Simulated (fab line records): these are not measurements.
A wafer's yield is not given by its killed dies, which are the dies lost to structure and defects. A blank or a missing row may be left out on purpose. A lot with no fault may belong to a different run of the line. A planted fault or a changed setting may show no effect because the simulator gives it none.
A lot that was struck, set against a sound lot || flow n5-finfet || 38 out of 1938 route steps
Sound: these wafers, L407.2, L407.5, L407.6. Struck: wafer L405.4 (left out: L405.5, L405.6 of the same lot, which were not struck); the cause appears at the end.
Per side, at each step with rows, come the tool, then ch with its chambers, and then its first start. Under that, the readings that differ: sound wafers || struck wafers || difference of the means || sigmas: that difference in standard deviations of wafers without a fault.
alike: readings whose means differ by less than 2 such deviations, and words and numbers that are the same on both sides. not compared: withheld readings, readings that some wafer has no value for, bounds like >300 that may hide the same value, and numbers for which the record gives no deviation and whose values overlap.
A row with sigmas, a row that says differs or no value, or rows on one side alone: a step with any of these is where the two part. When numbers do not overlap yet have no deviation, they are printed without sigmas and do not part them. A reading missing from all wafers of one side parts the sides only when that side holds two or more wafers.

first, 9 steps without rows for these wafers: N5_MOL_CONTACT_COAG_CVD_140 (deposits W, target thk 66.5 nm, time 215 s); N5_MOL_CONTACT_COAG_PRECLEAN_127 (cleans in DIW, time 57.5 s); N5_MOL_CONTACT_COAG_SRD_128 (dry time 32 s); N5_MOL_CONTACT_COAG_CMP_52 (polishes, stops on SiO2, t overpolish 1.5 s, target thk 66.5 nm); N5_MOL_CONTACT_COAG_ANNEAL_112 (time 1800 s); N5_BEOL_M0_SAQP_PECVD_00 (deposits SiCN from 3MS/NH3, target thk 8 nm, time 14 s); N5_BEOL_M0_SAQP_ILD_DEP_01 (deposits SiOC from DEMS/O2, target thk 45.419 nm, time 8.7 s); N5_BEOL_M0_SAQP_HM_DEP_02 (deposits TiN, target thk 12 nm); N5_BEOL_M0_SAQP_PECVD_03 (deposits SiCN from 3MS/NH3, target thk 12 nm, time 21.1 s).
N5_BEOL_M0_SAQP_PECVD_96: deposits a-Si from SiH4/He, target thk 45 nm, time 45.2 s.
  sound on pecvd-01 ch 0,1, day 11 05:25; struck on pecvd-04 ch 1, day 10 22:37
{"reading": "throttle-valve-pct (%)", "sound": "17.6 18.1 17.6", "struck": 19.9, "difference": "+2.1", "sigmas": "+2"}
{"reading": "model.a-Si_of_BEOL_M0_SAQP_PECVD_96.thk-nm (nm)", "sound": "44.4 47.4 45.8", "struck": 43.6, "difference": -2.3, "sigmas": ""}
  alike: heater-power-outer-w, heater-power-w, showerhead-plenum-p-Torr
then, 25 steps without rows for these wafers: N5_BEOL_M0_SAQP_PECVD_97 (deposits SiNx from SiH4/NH3/N2, target thk 23 nm, time 19.9 s); N5_BEOL_M0_SAQP_PECVD_04 (deposits a-Si from SiH4/He, target thk 60 nm, time 60.2 s); N5_BEOL_M0_SAQP_HM_DEP_111 (deposits SiO2 from SiH4/N2O, target thk 12 nm, time 7.2 s); N5_BEOL_M0_SAQP_COAT_81 (time 60 s, resist thk 100 nm); N5_BEOL_M0_SAQP_COAT_82 (time 60 s, resist thk 30 nm); N5_BEOL_M0_SAQP_COAT_08 (resist thk 90 nm); N5_BEOL_M0_SAQP_EBR_10; N5_BEOL_M0_SAQP_SOFTBAKE_09 (time 60 s); N5_BEOL_M0_SAQP_EXPOSE_11 (exposes mask M0 CORE, target cd 42 nm); N5_BEOL_M0_SAQP_PEB_12 (peb time 60 s); N5_BEOL_M0_SAQP_DEVELOP_13 (develop time 30 s); N5_BEOL_M0_SAQP_DESCUM_19 (chemistry O2, time 7.9 s); N5_BEOL_M0_SAQP_ETCH_83 (etches SiARC in CF4, target depth 39 nm, time 65 s); N5_BEOL_M0_SAQP_ETCH_84 (etches SOC in N2/H2, target depth 100 nm, overetch 20 nm, time 150 s); N5_BEOL_M0_SAQP_STRIP_80 (strips in N2/H2); N5_BEOL_M0_SAQP_HM_OPEN_112 (chemistry CHF3/O2, target SiO2, stops on a-Si, target depth 12 nm, time 13.5 s); N5_BEOL_M0_SAQP_STRIP_113 (strips in CHF3/O2); N5_BEOL_M0_SAQP_MANDREL_ETCH_20 (etches a-Si in HBr/Cl2, stops on SiNx, target depth 60 nm, bt time 10 s, time 30 s); N5_BEOL_M0_SAQP_STRIP_86 (strips in N2/H2); N5_BEOL_M0_SAQP_STRIP_115 (strips in post etch residue remover, time 60 s); N5_BEOL_M0_SAQP_SRD_93 (time 30 s); N5_BEOL_M0_SAQP_RECESS_114 (chemistry HF/NH3, target SiO2, target depth 14.4 nm, afs cycles 3, sublimation time 60 s); N5_BEOL_M0_SAQP_SPACER1_ALD_98 (deposits SiO2, target thk 12.8 nm, pulse time 1 s, purge time 2 s); N5_BEOL_M0_SAQP_SPACER1_ETCHBACK_99 (etches SiO2 in CHF3/O2, target depth 15.4 nm, time 7.7 s); N5_BEOL_M0_SAQP_MANDREL1_REMOVE_100 (chemistry HBr/Cl2/O2, target a-Si, stops on SiNx, bt time 10 s).
N5_BEOL_M0_SAQP_SPACER2_ETCHBACK_27: etches SiO2 in CHF3/O2, target depth 22.5 nm, time 11.25 s.
  sound on rie-diel-03 ch 0,1, day 11 10:01; struck on rie-diel-02 ch 3, day 11 03:25
{"reading": "oes-product-au (a.u.)", "sound": "0.91 0.73 0.91", "struck": 0.67, "difference": -0.18, "sigmas": -2}
{"reading": "model.a-Si_of_BEOL_M0_SAQP_PECVD_96.thk-nm (nm)", "sound": "42.2 45 43.6", "struck": 41.4, "difference": -2.2, "sigmas": ""}
  alike: drypump-motor-current-A, rf-vpp-V, showerhead-plenum-p-Torr, throttle-valve-pct
  not compared: rf-hours-counter-h
-- the record jumps here: 3 days lie between the struck wafers' starts before and after (it left off in module BEOL_M0_SAQP and takes up again in module BEOL_M4, whose first step shown is number 1111 of the route) --
N5_BEOL_M4_RC_MEAS_101:
  sound on prober-01 ch 0, day 14 07:36; struck on prober-02 ch 0, day 14 05:05
{"reading": "DIBL_N (mV/V)", "sound": "35.0 36.2 29.7", "struck": 39.8, "difference": "+6.2", "sigmas": "+2"}
{"reading": "IOFF_N (nA/um)", "sound": "0.14 0.15 0.07", "struck": 0.23, "difference": "+0.11", "sigmas": "+2"}
{"reading": "IOFF_P (nA/um)", "sound": "0.15 0.15 0.10", "struck": 0.26, "difference": "+0.13", "sigmas": "+2"}
{"reading": "ION_N (uA/um)", "sound": "662 667 631", "struck": 692, "difference": "+39", "sigmas": "+3"}
{"reading": "ION_P (uA/um)", "sound": "449 447 438", "struck": 470, "difference": "+25", "sigmas": "+2"}
{"reading": "VT_N (mV)", "sound": "252 251 260", "struck": 245, "difference": -9, "sigmas": -2}
{"reading": "VT_P (mV)", "sound": "-256 -257 -263", "struck": -246, "difference": "+13", "sigmas": "+3"}
  alike: DIBL_P, SS_N, SS_P
after that, 1 step had no rows for these wafers: N5_PASSIVATION_PROBE_49.

## WHERE THEY PART
Last at N5_BEOL_M4_RC_MEAS_101 as far as this record goes, first at N5_BEOL_M0_SAQP_PECVD_96.

WHY: what had been put in by the simulator
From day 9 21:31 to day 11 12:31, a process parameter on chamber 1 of pecvd-04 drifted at N5_BEOL_M0_SAQP_PECVD_96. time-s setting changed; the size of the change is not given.
